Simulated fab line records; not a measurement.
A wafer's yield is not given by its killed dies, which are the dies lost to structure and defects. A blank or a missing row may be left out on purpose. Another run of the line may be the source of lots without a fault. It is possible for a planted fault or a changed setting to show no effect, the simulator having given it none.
A struck lot beside a sound one | flow nand-harc | 22 out of 1159 route steps
Sound: wafers L741.3, L741.4, L741.5. Struck: wafers L730.2, L730.3, L730.4. Last of all comes the cause.
Each step with rows lists, per side, the tool, then ch with its chambers, then its first start. Under that, the readings that differ: sound wafers | struck wafers | difference of the means | sigmas: that difference in standard deviations of wafers without a fault.
alike: a reading whose means differ by less than 2 such deviations, as well as words and numbers matching on both sides. not compared: withheld readings; readings where some wafer has no value; bounds like >300 that might hide an equal value; numbers whose values overlap and for which the record gives no deviation.
The two part at a step that has a row with sigmas, a row that says differs or no value, or rows on one side only. Numbers that have no deviation but don't overlap get no sigmas and don't part them. A reading missing from all wafers of one side parts the sides only when that side holds two or more wafers.

first, 2 steps without rows for these wafers: NHARC_A_SLIT_PEB_07 (peb time 65 s); NHARC_A_SLIT_DEVELOP_08 (develop time 35 s).
NHARC_A_SLIT_CD_MEAS_09: target cd 300 nm.
  sound on cd-sem-03 ch 0, day 18 18:55; struck on cd-sem-03 ch 0, day 16 08:13
  alike: cd-nm
NHARC_A_SLIT_OVL_MEAS_10:
  sound on overlay-02, day 18 19:00; struck on overlay-02, day 16 08:17
  alike: overlay-x-nm, overlay-y-nm
NHARC_A_SLIT_INSPECT_11:
  sound on defect-inspect-01, day 18 19:02; struck on defect-inspect-01, day 16 08:20
  alike: raw-defect-count
then, 1 step without rows for these wafers: NHARC_A_SLIT_DESCUM_14 (chemistry O2, time 3 s).
NHARC_A_SLIT_ETCH_24: etches the open film in CF4/CHF3, target depth 121 nm, time 60.5 s.
  sound on rie-diel-09 ch 0,2,3, day 18 19:11; struck on rie-diel-05 ch 1,2,3, day 16 08:29
  reading               | sound             | struck            | difference | sigmas
  oes-product-au (a.u.) | 0.928 0.939 0.935 | 0.982 0.983 0.960 | +0.041     | +3
  alike: bias-w, drypump-motor-current-A, mfc-ar-sccm, rf-vpp-V, showerhead-plenum-p-Torr, throttle-valve-pct
  not compared: rf-hours-counter-h
NHARC_A_SLIT_ETCH_15: etches the open film in O2/COS, target depth 3200 nm, time 832 s.
  sound on rie-diel-09 ch 1,2; struck on rie-diel-05 ch 1,2,3
  alike: bias-w, drypump-motor-current-A, mfc-ar-sccm, oes-product-au, rf-vpp-V, showerhead-plenum-p-Torr, throttle-valve-pct
  not compared: rf-hours-counter-h
NHARC_A_SLIT_ETCH_17: etches the open film in C4F8/O2/Ar, time 1687.5 s, target depth 10100 nm.
  sound on har-etch-01 ch 0,1, day 18 20:22; struck on har-etch-01 ch 0,1, day 16 09:10
  alike: drypump-motor-current-A, mfc-ar-sccm, showerhead-plenum-p-Torr, throttle-valve-pct
  not compared: rf-hours-counter-h
NHARC_A_SLIT_ETCH_26: etches the open film in C4F8/O2/Ar, time 90 s, target depth 400 nm.
  sound on har-etch-01 ch 0,1, day 18 21:26; struck on har-etch-01 ch 0,1, day 16 10:38
  alike: drypump-motor-current-A, mfc-ar-sccm, showerhead-plenum-p-Torr, throttle-valve-pct
  not compared: rf-hours-counter-h
then, 1 step without rows for these wafers: NHARC_A_SLIT_STRIP_28 (strips in O2/COS).
NHARC_A_SLIT_ETCH_29: etches the open film in CF4/O2, target depth 100 nm, overetch 10 nm, time 55 s.
  sound on rie-diel-11 ch 0,1,3, day 18 22:01; struck on rie-diel-09 ch 0,2, day 16 11:17
  alike: bias-w, drypump-motor-current-A, mfc-ar-sccm, oes-product-au, rf-vpp-V, showerhead-plenum-p-Torr, throttle-valve-pct
  not compared: rf-hours-counter-h
NHARC_A_SLIT_STRIP_18: strips in O2.
  sound on rie-diel-11 ch 0,1, day 18 22:08; struck on rie-diel-09 ch 0,1,2, day 16 11:22
  alike: drypump-motor-current-A, mfc-ar-sccm, oes-product-au, rf-vpp-V, showerhead-plenum-p-Torr, throttle-valve-pct
  not compared: rf-hours-counter-h
then, 2 steps without rows for these wafers: NHARC_A_SLIT_PRECLEAN_19 (cleans in SC1); NHARC_A_SLIT_SRD_20.
NHARC_A_SLIT_CD_MEAS_21:
  sound on cd-sem-03, day 18 22:37; struck on cd-sem-02, day 16 11:53
  alike: cd-nm
then, 3 steps without rows for these wafers: NHARC_A_SIN_REMOVE_WET_00 (chemistry H3PO4, time 15300 s); NHARC_A_SIN_REMOVE_PRECLEAN_01 (cleans in SC1); NHARC_A_SIN_REMOVE_SRD_02.
NHARC_A_SIN_REMOVE_INSPECT_04:
  sound on defect-inspect-01, day 19 06:19; struck on defect-inspect-01, day 16 19:31
  reading          | sound       | struck      | difference | sigmas
  raw-defect-count | 301 272 365 | 567 628 581 | +279       | +4
then, 1 step without rows for these wafers: NHARC_A_WL_FILL_ALD_00 (deposits Al2O3, target thk 3 nm, pulse time 3 s, ald cycles 30).
-- the record jumps here: 5 days lie between the struck wafers' starts before and after (it left off in module A_WL_FILL and takes up again in module END, whose first step shown is number 1159 of the route) --
NHARC_END_SORT_01:
  the record has rows for the struck wafers here (prober-01 ch 0, day 21 10:39) and none for the sound ones

## WHERE THEY PART
Earliest at NHARC_A_SLIT_ETCH_24; latest, in this record, at NHARC_END_SORT_01.

WHY: whatever the simulator had introduced
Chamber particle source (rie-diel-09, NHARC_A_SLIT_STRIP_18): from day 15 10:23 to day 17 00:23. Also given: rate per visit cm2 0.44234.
